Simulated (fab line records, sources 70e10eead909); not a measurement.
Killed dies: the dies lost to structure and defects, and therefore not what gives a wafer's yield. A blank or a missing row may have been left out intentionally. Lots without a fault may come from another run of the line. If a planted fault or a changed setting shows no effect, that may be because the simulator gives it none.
Which of the tools did it? -- flow nand-harc -- Sampling: 12 lots, 36 wafers, 3 of 1159 route steps

== WHAT EACH GAUGE READ, for each wafer ==
NHARC_A_CONTACT_CD_MEAS_15.
lot,measured,on,cd-nm (nm)
L075,day 17 05:05,cd-sem-02,90.4 89.9 90.8
L077,day 17 12:58,cd-sem-03,89.4 89.0 90.8
L082,day 18 09:45,cd-sem-02,89.0 89.2 90.2
L080,day 18 20:23,cd-sem-01,90.5 90.9 89.7
L085,day 19 12:01,cd-sem-02,89.6 89.6 90.2
L087,day 19 17:08,cd-sem-01,90.4 89.6 90.5
L083,day 19 20:56,cd-sem-03,89.5 91.1 90.3
L088,day 20 09:38,cd-sem-02,89.0 89.0 89.9
L092,day 21 13:20,cd-sem-01,90.0 89.6 90.3
L094,day 21 15:26,cd-sem-03,90.2 90.1 89.5
L096,day 22 18:59,cd-sem-03,89.6 89.4 89.4
L097,day 23 03:49,cd-sem-01,89.9 89.6 90.0

== WHAT TOOL EACH LOT RAN ON (gives the tool, then ch and the chambers of the sampled wafers, and finally the start) ==
lot,NHARC_A_CONTACT_ETCH_89,NHARC_A_CONTACT_ETCH_136
L075,"rie-diel-03 ch 0,2,3, day 17 04:01 or earlier","har-cap-etch-01 ch 0,1, day 17 04:01"
L077,"rie-diel-10 ch 0,1,2, day 17 11:58 or earlier","har-cap-etch-02 ch 0,1, day 17 11:58"
L082,"rie-diel-10 ch 0,1, day 18 08:31 or earlier","har-cap-etch-01 ch 0,1, day 18 08:31"
L080,"rie-diel-12 ch 1,3, day 18 19:23 or earlier","har-cap-etch-01 ch 0,1, day 18 19:23"
L085,"rie-diel-10 ch 2,3, day 19 10:59 or earlier","har-cap-etch-03 ch 0,1, day 19 10:59"
L087,"rie-diel-12 ch 1,2,3, day 19 16:09 or earlier","har-cap-etch-03 ch 0,1, day 19 16:09"
L083,"rie-diel-12 ch 1,2, day 19 19:59 or earlier","har-cap-etch-01 ch 0,1, day 19 19:59"
L088,"rie-diel-10 ch 0,2,3, day 20 08:38 or earlier","har-cap-etch-02 ch 0,1, day 20 08:38"
L092,"rie-diel-12 ch 0,2,3, day 21 12:22 or earlier","har-cap-etch-02 ch 0,1, day 21 12:22"
L094,"rie-diel-12 ch 0,1,2, day 21 14:25 or earlier","har-cap-etch-03 ch 0,1, day 21 14:25"
L096,"rie-diel-12 ch 0,2,3, day 22 17:50 or earlier","har-cap-etch-02 ch 0,1, day 22 17:50"
L097,"rie-diel-10 ch 1,2, day 23 02:50 or earlier","har-cap-etch-01 ch 0, day 23 02:50"
- NHARC_A_CONTACT_ETCH_89: etches the open film in N2/H2, target depth 260 nm, time 475.3 s.
- NHARC_A_CONTACT_ETCH_136: etches the open film in C4F8/O2/Ar, time 132 s, target depth 1287 nm.

== THE ANSWER, worked out from the rows above alone ==
Rule: the lots themselves supply what counts as usual. The widest of any qualifying gaps counts: lots, ordered by their means at a reading, are off when they make up no more than a third of the lots, leave a main group of 4 or more, and stand apart from it by 3 or more times the standard deviation of that group's means. The tables above print the reading to a certain number of digits; a main group whose means all agree to those digits is not used. A lot without any number at a reading at which 4 lots or more have one is off too. All remaining lots with rows at the step are treated as sound.
No lot is off on any of the readings shown, so nothing can be concluded from this.

== WHAT THE SIMULATOR HAD PUT IN ==
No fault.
